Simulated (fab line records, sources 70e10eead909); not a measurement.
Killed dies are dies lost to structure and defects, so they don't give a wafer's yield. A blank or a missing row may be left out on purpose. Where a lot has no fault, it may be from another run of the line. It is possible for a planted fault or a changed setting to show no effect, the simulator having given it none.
fab line records	flow nand-harc
[record] lots = 13	wafers = 39	last-day = 24
route steps=1159 shown P_M1@315 P_M2@338 END@1159
lots that met no fault: taken from a fault-free run of the same line
start-h: start of the lot's first displayed wafer, in hours after the record's first day	wait-h: time in hours since the lot's previous step	" identical to the entry in the row above	L1.1+2: a single row standing in for several wafers	- no value, or no start given	* or withheld: withheld	< > ~ a bound
route shown NAME@n: NAME is a module with steps in the file, n the number in the route of the first one	usual: mean/standard deviation taken from wafers without a fault	same: alike in all rows	chamber/n: place in a boat	sites: the reading at each site	_std_site: how widely they spread, as a standard deviation	_edge_site: mean of outer sites minus mean of inner sites	radius-mm: how far each site lies from the wafer's centre	mask NAME#n: copy n	behind: tool/chamber where the wafer was last shaped	hold: the reason the lot was held/the length of the hold in hours/how it ended	device: transistor that didn't switch, given as n, p or np	end of line: the same wafers' tests at the end of the route	where a step has no rows: the recipe by itself	killed: at the first sort, the dies lost to defects and structure; wafer yield is something else	map: per-die view of a wafer (x killed, . not killed, _ where there is no die)
set.NAME: the setting the step ran with; set.NAME@STEP: the setting that earlier step ran with	model.NAME: the simulator's own value behind a step, which no gauge read
route steps across a sampled set of lots; one table per step, one row per wafer
services: the hour from which a tool's chamber was out of use, counted from the record's first day as start-h (under 0 if before that day), plus the number of hours and why
[[steps]]
[step NHARC_P_M1_INSPECT_27]
[usual] raw-defect-count = 343/120
lot.wafer	tool	chamber	start-h	wait-h	raw-defect-count
L196.1	defect-inspect-02	-	125.58	0.0	295
L196.4	"	-	"	"	310
L196.6	"	-	"	"	128
L198.1	defect-inspect-01	-	139.12	0.0	405
L198.3	"	-	"	"	347
L198.6	"	-	"	"	365
L199.1	defect-inspect-01	-	140.72	0.0	411
L199.3	"	-	"	"	433
L199.6	"	-	"	"	242
L200.2	defect-inspect-02	-	156.25	0.0	271
L200.4	"	-	"	"	317
L200.6	"	-	"	"	241
L202.1	defect-inspect-01	-	156.56	0.0	470
L202.5	"	-	"	"	673
L202.6	"	-	"	"	292
L210.1	defect-inspect-01	-	200.99	0.0	392
L210.4	"	-	"	"	179
L210.5	"	-	"	"	257
L211.2	defect-inspect-01	-	217.10	0.0	276
L211.4	"	-	"	"	187
L211.5	"	-	"	"	343
L212.1	defect-inspect-02	-	217.92	0.0	282
L212.4	"	-	"	"	372
L212.6	"	-	"	"	214
L215.2	defect-inspect-01	-	231.58	0.0	207
L215.3	"	-	"	"	242
L215.6	"	-	"	"	234
L216.3	defect-inspect-02	-	243.51	0.0	476
L216.5	"	-	"	"	331
L216.6	"	-	"	"	483
L217.2	defect-inspect-02	-	248.05	0.0	204
L217.3	"	-	"	"	388
L217.5	"	-	"	"	345
L219.1	defect-inspect-02	-	252.86	0.0	359
L219.4	"	-	"	"	270
L219.6	"	-	"	"	299
L218.1	defect-inspect-02	-	253.96	0.0	374
L218.2	"	-	"	"	332
L218.4	"	-	"	"	388
[step NHARC_P_M2_DEGAS_29]
[recipe] temp-c = 250	time-s = 60
[usual] heater-power-w = 339/38
lot.wafer	tool	chamber	start-h	wait-h	heater-power-w
L196.4	pvd-sputter-01	-	128.19	-	364
L196.1	"	-	"	"	388
L196.6	"	-	"	"	301
L198.1	pvd-sputter-01	-	141.72	-	293
L198.3	"	-	"	"	368
L198.6	"	-	"	"	312
L199.1	pvd-sputter-02	-	143.21	-	359
L199.3	"	-	"	"	285
L199.6	"	-	"	"	355
L200.2	pvd-sputter-01	-	159.20	-	394
L200.4	"	-	"	"	307
L200.6	"	-	"	"	355
L202.1	pvd-sputter-03	-	159.26	-	301
L202.6	"	-	"	"	295
L202.5	"	-	"	"	310
L210.4	pvd-sputter-01	-	203.90	-	318
L210.1	"	-	"	"	365
L210.5	"	-	"	"	318
L211.4	pvd-sputter-01	-	219.70	-	367
L211.2	"	-	"	"	377
L211.5	"	-	"	"	371
L212.4	pvd-sputter-01	-	220.61	-	371
L212.1	"	-	"	"	322
L212.6	"	-	"	"	364
L215.3	pvd-sputter-02	-	234.42	-	355
L215.2	"	-	"	"	270
L215.6	"	-	"	"	360
L216.3	pvd-sputter-03	-	246.06	-	310
L216.6	"	-	"	"	296
L216.5	"	-	"	"	408
L217.2	pvd-sputter-02	-	250.63	-	360
L217.3	"	-	"	"	278
L217.5	"	-	"	"	364
L219.4	pvd-sputter-02	-	255.60	-	353
L219.1	"	-	"	"	275
L219.6	"	-	"	"	354
L218.4	pvd-sputter-01	-	256.59	-	320
L218.1	"	-	"	"	368
L218.2	"	-	"	"	361
[step NHARC_P_M2_PVD_20]
[recipe] target-thk-a = 50	bias-v = 168.6	power-w = 15000	chamber-pressure-pa = 0.12	time-s = 8.06	substrate-temp-c = 50	material = TaN
[usual] chamber-pressure-pa = 0.12/0.00025	throttle-valve-pct = 30.1/1.3
lot.wafer	tool	chamber	start-h	wait-h	chamber-pressure-pa	throttle-valve-pct
L196.4	pvd-sputter-01	-	128.29	-	0.11979	30.1
L196.1	"	-	"	"	0.12016	27.4
L196.6	"	-	"	"	0.12028	30.3
L198.1	pvd-sputter-01	-	141.94	-	0.12034	27.7
L198.3	"	-	"	"	0.12016	30.1
L198.6	"	-	"	"	0.1199	30.9
L198.1	pvd-sputter-01	-	142.21	-	0.12026	27.6
L198.3	"	-	"	"	0.11955	30.2
L198.6	"	-	"	"	0.11998	31.0
L199.1	pvd-sputter-02	-	143.33	-	0.11948	30.5
L199.3	"	-	"	"	0.11995	29.6
L199.6	"	-	"	"	0.11962	30.6
L199.1	pvd-sputter-02	-	143.59	-	0.12007	30.7
L199.3	"	-	"	"	0.11999	29.8
L199.6	"	-	"	"	0.12025	31.0
L200.2	pvd-sputter-01	-	159.34	-	0.12017	30.1
L200.4	"	-	"	"	0.12	31.3
L200.6	"	-	"	"	0.12024	30.5
L200.2	pvd-sputter-01	-	159.72	-	0.11984	30.2
L200.4	"	-	"	"	0.11982	31.0
L200.6	"	-	"	"	0.12011	30.4
L202.1	pvd-sputter-03	-	159.37	-	0.11976	31.6
L202.5	"	-	"	"	0.11981	31.5
L202.6	"	-	"	"	0.12	32.8
L210.1	pvd-sputter-01	-	204.01	-	0.12028	30.8
L210.4	"	-	"	"	0.11985	31.3
L210.5	"	-	"	"	0.12075	28.2
L211.4	pvd-sputter-01	-	219.90	-	0.11928	28.6
L211.2	"	-	"	"	0.11968	30.8
L211.5	"	-	"	"	0.12014	31.2
L212.4	pvd-sputter-01	-	220.76	-	0.12	29.5
L212.1	"	-	"	"	0.12001	28.1
L212.6	"	-	"	"	0.11976	30.8
L215.2	pvd-sputter-02	-	234.55	-	0.12008	28.4
L215.3	"	-	"	"	0.12022	30.6
L215.6	"	-	"	"	0.11956	30.2
L216.3	pvd-sputter-03	-	246.21	-	0.11974	31.3
L216.5	"	-	"	"	0.12007	30.7
L216.6	"	-	"	"	0.12032	30.6
L217.2	pvd-sputter-02	-	250.76	-	0.11987	30.2
L217.3	"	-	"	"	0.12035	30.5
L217.5	"	-	"	"	0.11978	30.5
L219.1	pvd-sputter-02	-	255.77	-	0.11979	28.1
L219.4	"	-	"	"	0.12016	30.5
L219.6	"	-	"	"	0.11959	30.2
L218.1	pvd-sputter-01	-	256.71	-	0.11993	28.3
L218.2	"	-	"	"	0.11987	29.7
L218.4	"	-	"	"	0.11992	30.7
[step NHARC_P_M2_PRE_CLEAN_32]
[recipe] time-s = 12	temp-c = 370	rf-power-w = 300	gas = NH3
[usual] heater-power-w = 664/62
lot.wafer	tool	chamber	start-h	wait-h	heater-power-w
L196.1	pecvd-03	2	129.82	0.1	574
L196.6	"	1	"	"	668
L196.4	"	2	"	"	588
L198.3	pecvd-03	2	143.77	0.1	607
L198.1	"	1	"	"	618
L198.6	"	1	"	"	623
L199.1	pecvd-02	1	145.13	0.1	631
L199.3	"	2	"	"	693
L199.6	"	1	"	"	615
L202.1	pecvd-04	1	161.18	0.3	635
L202.5	"	2	"	"	788
L202.6	"	0	"	"	612
L200.2	pecvd-03	2	161.54	0.1	535
L200.4	"	1	"	"	592
L200.6	"	2	"	"	538
L210.1	pecvd-03	2	205.56	0.1	647
L210.5	"	0	"	"	649
L210.4	"	2	"	"	649
L211.2	pecvd-04	2	221.41	0.1	694
L211.5	"	2	"	"	696
L211.4	"	0	"	"	612
L212.1	pecvd-02	1	222.29	0.1	684
L212.6	"	1	"	"	673
L212.4	"	2	"	"	590
L215.3	pecvd-04	0	236.07	0.1	613
L215.2	"	1	"	"	645
L215.6	"	0	"	"	602
L216.3	pecvd-02	1	247.72	0.1	641
L216.6	"	2	"	"	612
L216.5	"	1	"	"	647
L217.2	pecvd-02	2	252.46	0.1	631
L217.3	"	0	"	"	763
L217.5	"	2	"	"	635
L219.1	pecvd-04	1	257.41	0.1	675
L219.6	"	0	"	"	715
L219.4	"	1	"	"	673
L218.2	pecvd-04	1	258.21	0.1	631
L218.1	"	0	"	"	684
L218.4	"	2	"	"	705
[step NHARC_END_SORT_01]
[recipe] temp-c = 25
[usual] defect-limited-yield = 95.7/1.5	killed-at-array = 26/9.9	killed-at-other = 0.8/1	killed-at-periphery = 2.8/2.2	killed-dies = 29/9.9	killed-open = 3.2/1.8	killed-short = 2.1/1.4	sort_bin_2_pct = 1.3/0.54	sort_bin_3_pct = 0.23/0.2	sort_bin_4_pct = 2.8/1	sort-n-pass = 648/9.9	sort-rim-yield-pct = 95/3.5	sort-yield-pct = 95.7/1.5
[same] gross-dies = 677	sort_bin_5_pct[%] = 0	sort_bin_6_pct[%] = 0	sort_bin_7_pct[%] = 0	sort_bin_8_pct[%] = 0	sort-rim-n-gross = 106.00
lot.wafer	tool	chamber	start-h	wait-h	defect-limited-yield[%]	killed-at-array	killed-at-other	killed-at-periphery	killed-dies	killed-open	killed-short	sort_bin_2_pct[%]	sort_bin_3_pct[%]	sort_bin_4_pct[%]	sort-n-pass	sort-rim-yield-pct[%]	sort-yield-pct[%]
L196.1	prober-02	0	440.91	2.5	96.0	23	1	3	27	1	2	1.5	0.44	2.1	650	95	96.0
L196.4	prober-02	0	443.33	3.4	93.5	34	0	10	44	3	4	1.6	0.44	4.4	633	95	93.5
L196.6	prober-02	0	444.94	4.0	95.7	24	0	5	29	1	1	1.2	0.30	2.8	648	92	95.7
L198.1	prober-02	0	471.42	2.5	96.3	24	1	0	25	2	1	1.3	0	2.4	652	97	96.3
L198.3	prober-02	0	473.03	3.1	94.8	31	0	4	35	6	2	1.3	0.30	3.5	642	99	94.8
L198.6	prober-02	0	475.44	4.0	95.9	25	0	3	28	4	0	1.3	0	2.8	649	95	95.9
L202.1	prober-01	0	480.99	2.5	96.2	23	1	2	26	5	2	1.0	0	2.8	651	94	96.2
L202.5	prober-01	0	484.19	3.7	97.3	14	1	3	18	3	4	1.3	0.15	1.2	659	97	97.3
L202.6	prober-01	0	484.99	4.0	95.7	27	0	2	29	3	4	1.2	0.15	3.0	648	94	95.7
L211.2	prober-02	0	526.03	2.8	95.0	26	1	7	34	2	2	1.5	0.15	3.4	643	97	95.0
L211.4	prober-02	0	527.61	3.4	93.9	34	0	7	41	6	0	1.8	0.44	3.8	636	96	93.9
L211.5	prober-02	0	528.40	3.7	95.9	25	1	2	28	3	2	1.0	0	3.1	649	92	95.9
L212.1	prober-01	0	527.72	2.5	94.8	33	0	2	35	6	3	1.3	0.30	3.5	642	91	94.8
L212.4	prober-01	0	530.10	3.4	96.0	26	0	1	27	1	3	1.5	0.15	2.4	650	94	96.0
L212.6	prober-01	0	531.70	4.0	95.0	33	0	1	34	5	2	1.8	0.15	3.1	643	93	95.0
L218.1	prober-01	0	573.59	2.5	97.3	13	2	3	18	2	1	0.4	0	2.2	659	97	97.3
L218.2	prober-01	0	574.38	2.8	96.9	15	0	6	21	1	3	1.2	0.15	1.8	656	99	96.9
L218.4	prober-01	0	575.97	3.4	96.6	18	0	5	23	3	1	1.3	0	2.1	654	95	96.6
// killed by level:class
L196.1 A_SLIT:chamber-film-flake=11 A_CHANNEL_HOLE_D1:chamber-film-flake=6 P_STI:chamber-film-flake=2 A_STAIRCASE:chamber-film-flake=2 A_CHANNEL_FILL_D1:geometric-particle:short=1 A_M0:geometric-particle:open=1 P_M1:chamber-film-flake=1 STARTING-WAFER:geometric-particle:short=1
L196.4 A_SLIT:chamber-film-flake=16 A_CHANNEL_HOLE_D1:chamber-film-flake=10 P_M1:chamber-film-flake=6 P_M0:geometric-particle:open=3 A_ZERO_WELL:chamber-film-flake=2 A_STAIRCASE:chamber-film-flake=2 P_M0:geometric-particle:short=1 A_ONON_D1:geometric-particle:short=1
L196.6 A_CHANNEL_HOLE_D1:chamber-film-flake=8 P_M1:chamber-film-flake=5 A_CONTACT:chamber-film-flake=5 A_SLIT:chamber-film-flake=4 A_ZERO_WELL:chamber-film-flake=2 A_BONDPAD:chamber-film-flake=2 A_CONTACT:geometric-particle:short=1 A_CONTACT:geometric-particle:open=1
L198.1 A_SLIT:chamber-film-flake=8 A_STAIRCASE:chamber-film-flake=5 A_CONTACT:chamber-film-flake=4 A_BONDPAD:chamber-film-flake=3 A_ONON_D1:geometric-particle:open=1 A_CONTACT:geometric-particle:short=1 A_M0:geometric-particle:open=1 A_CHANNEL_HOLE_D1:chamber-film-flake=1
L198.3 A_SLIT:chamber-film-flake=11 A_BONDPAD:chamber-film-flake=5 A_STAIRCASE:chamber-film-flake=3 A_CONTACT:geometric-particle:open=2 P_GATE:chamber-film-flake=2 A_CHANNEL_HOLE_D1:chamber-film-flake=2 A_CONTACT:chamber-film-flake=2 P_GATE:geometric-particle:open=1
L198.6 A_SLIT:chamber-film-flake=9 A_CHANNEL_HOLE_D1:chamber-film-flake=3 A_CONTACT:chamber-film-flake=3 A_M1:chamber-film-flake=3 P_GATE:chamber-film-flake=2 A_BONDPAD:chamber-film-flake=2 P_M0:geometric-particle:open=1 A_ONON_D1:geometric-particle:open=1
L202.1 A_CHANNEL_HOLE_D1:chamber-film-flake=12 A_CONTACT:chamber-film-flake=4 P_CONTACT:geometric-particle:open=2 A_STAIRCASE:chamber-film-flake=2 A_ONON_D1:geometric-particle:open=1 A_CONTACT:geometric-particle:short=1 A_CONTACT:geometric-particle:open=1 A_M0:geometric-particle:open=1
L202.5 A_CHANNEL_HOLE_D1:chamber-film-flake=8 A_CONTACT:chamber-film-flake=2 P_STI:geometric-particle:short=1 P_CONTACT:geometric-particle:short=1 P_CONTACT:geometric-particle:open=1 A_CHANNEL_FILL_D1:geometric-particle:short=1 A_BLC:geometric-particle:short=1 A_M0:geometric-particle:open=1
L202.6 A_CHANNEL_HOLE_D1:chamber-film-flake=8 A_STAIRCASE:chamber-film-flake=6 A_CONTACT:chamber-film-flake=6 A_CHANNEL_FILL_D1:geometric-particle:short=2 P_M0:geometric-particle:short=1 A_CHANNEL_FILL_D1:geometric-particle:open=1 A_SGD_CUT:geometric-particle:short=1 A_WL_FILL:geometric-particle:open=1
L211.2 A_SLIT:chamber-film-flake=17 P_CONTACT:chamber-film-flake=5 A_WL_FILL:chamber-film-flake=4 A_CONTACT:chamber-film-flake=2 P_GATE:geometric-particle:open=1 A_ONON_D1:geometric-particle:open=1 A_CHANNEL_HOLE_D1:geometric-particle:short=1 STARTING-WAFER:geometric-particle:short=1
L211.4 A_SLIT:chamber-film-flake=13 A_CHANNEL_HOLE_D1:chamber-film-flake=7 A_CONTACT:chamber-film-flake=5 P_CONTACT:chamber-film-flake=3 A_STAIRCASE:chamber-film-flake=3 P_GATE:geometric-particle:open=2 A_CONTACT:geometric-particle:open=2 A_WL_FILL:chamber-film-flake=2
L212.1 A_CHANNEL_HOLE_D1:chamber-film-flake=14 A_STAIRCASE:chamber-film-flake=8 A_CHANNEL_FILL_D1:geometric-particle:open=2 A_CONTACT:geometric-particle:open=2 A_CONTACT:chamber-film-flake=2 P_M0:geometric-particle:open=1 A_ONON_D1:geometric-particle:open=1 A_CHANNEL_HOLE_D1:geometric-particle:short=1
L211.5 A_SLIT:chamber-film-flake=12 A_CONTACT:chamber-film-flake=4 A_CHANNEL_HOLE_D1:chamber-film-flake=3 A_STAIRCASE:chamber-film-flake=3 P_M1:geometric-particle:open=1 P_M1:geometric-particle:short=1 A_STAIRCASE:geometric-particle:open=1 A_CONTACT:geometric-particle:short=1
L212.4 A_CHANNEL_HOLE_D1:chamber-film-flake=15 A_CONTACT:chamber-film-flake=4 A_STAIRCASE:chamber-film-flake=2 A_WL_FILL:chamber-film-flake=2 P_M0:geometric-particle:open=1 A_ONON_D1:geometric-particle:short=1 A_SGD_CUT:geometric-particle:short=1 A_BLC:geometric-particle:short=1
L212.6 A_CHANNEL_HOLE_D1:chamber-film-flake=17 A_STAIRCASE:chamber-film-flake=7 A_WL_FILL:chamber-film-flake=2 P_M0:geometric-particle:open=1 A_ONON_D1:geometric-particle:short=1 A_SGD_CUT:geometric-particle:short=1 A_WL_FILL:geometric-particle:open=1 A_CONTACT:geometric-particle:open=1
L218.1 A_CHANNEL_HOLE_D1:chamber-film-flake=5 A_STAIRCASE:chamber-film-flake=3 P_M1:chamber-film-flake=2 THIN_TSV:chamber-film-flake=2 A_CONTACT:chamber-film-flake=2 P_CONTACT:geometric-particle:open=1 A_WL_FILL:geometric-particle:short=1 A_CONTACT:geometric-particle:open=1
L218.2 P_M1:chamber-film-flake=5 A_CHANNEL_HOLE_D1:chamber-film-flake=5 A_CONTACT:chamber-film-flake=4 A_STAIRCASE:chamber-film-flake=3 A_WL_FILL:geometric-particle:short=2 P_GATE:geometric-particle:open=1 A_M0:geometric-particle:short=1
L218.4 A_CHANNEL_HOLE_D1:chamber-film-flake=6 P_M1:chamber-film-flake=4 A_STAIRCASE:chamber-film-flake=4 A_CONTACT:chamber-film-flake=4 A_CONTACT:geometric-particle:open=2 P_ZERO_WELL:geometric-particle:short=1 A_M0:geometric-particle:open=1 A_M0:chamber-film-flake=1
[[services]]
tool	chamber	start-h	hours	kind
pecvd-03	-	111.08	13.0	pm
pecvd-03	0	111.08	13.0	vent-cycle
pecvd-03	1	111.08	13.0	vent-cycle
pecvd-03	2	111.08	13.0	vent-cycle
pecvd-03	0	124.08	-	clean
pecvd-03	1	124.08	-	clean
pecvd-03	2	124.08	-	clean
pecvd-02	-	153.07	13.0	pm
pecvd-02	0	153.07	13.0	vent-cycle
pecvd-02	1	153.07	13.0	vent-cycle
pecvd-02	2	153.07	13.0	vent-cycle
pvd-sputter-02	-	156.62	3.6	repair
pecvd-03	-	159.02	0.9	repair
pvd-sputter-01	-	162.10	10.0	pm
pvd-sputter-01	-	180.76	0.5	repair
pecvd-03	1	182.79	6.5	repair
pecvd-04	-	195.36	13.0	pm
pecvd-04	0	195.36	13.0	vent-cycle
pecvd-04	1	195.36	13.0	vent-cycle
pecvd-04	2	195.36	13.0	vent-cycle
pecvd-04	0	208.36	-	clean
pecvd-04	1	208.36	-	clean
pecvd-04	2	208.36	-	clean
pvd-sputter-02	-	214.00	10.0	pm
[[key]]
[first-sign] step = NHARC_P_M2_PVD_20	reading = visit	direction = added
effect none on later readings
met-at NHARC_P_M2_PVD_20
struck-lots L198,L199,L200
not-acting-at NHARC_P_M1_INSPECT_27,NHARC_P_M2_DEGAS_29,NHARC_P_M2_PRE_CLEAN_32
[fault] kind = repeated-step-whole	tool = pvd-sputter-01,pvd-sputter-02,pvd-sputter-03	chamber = -	onset-h = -	steps = NHARC_P_M2_PVD_20	times = 1	scope = struck-lots-only
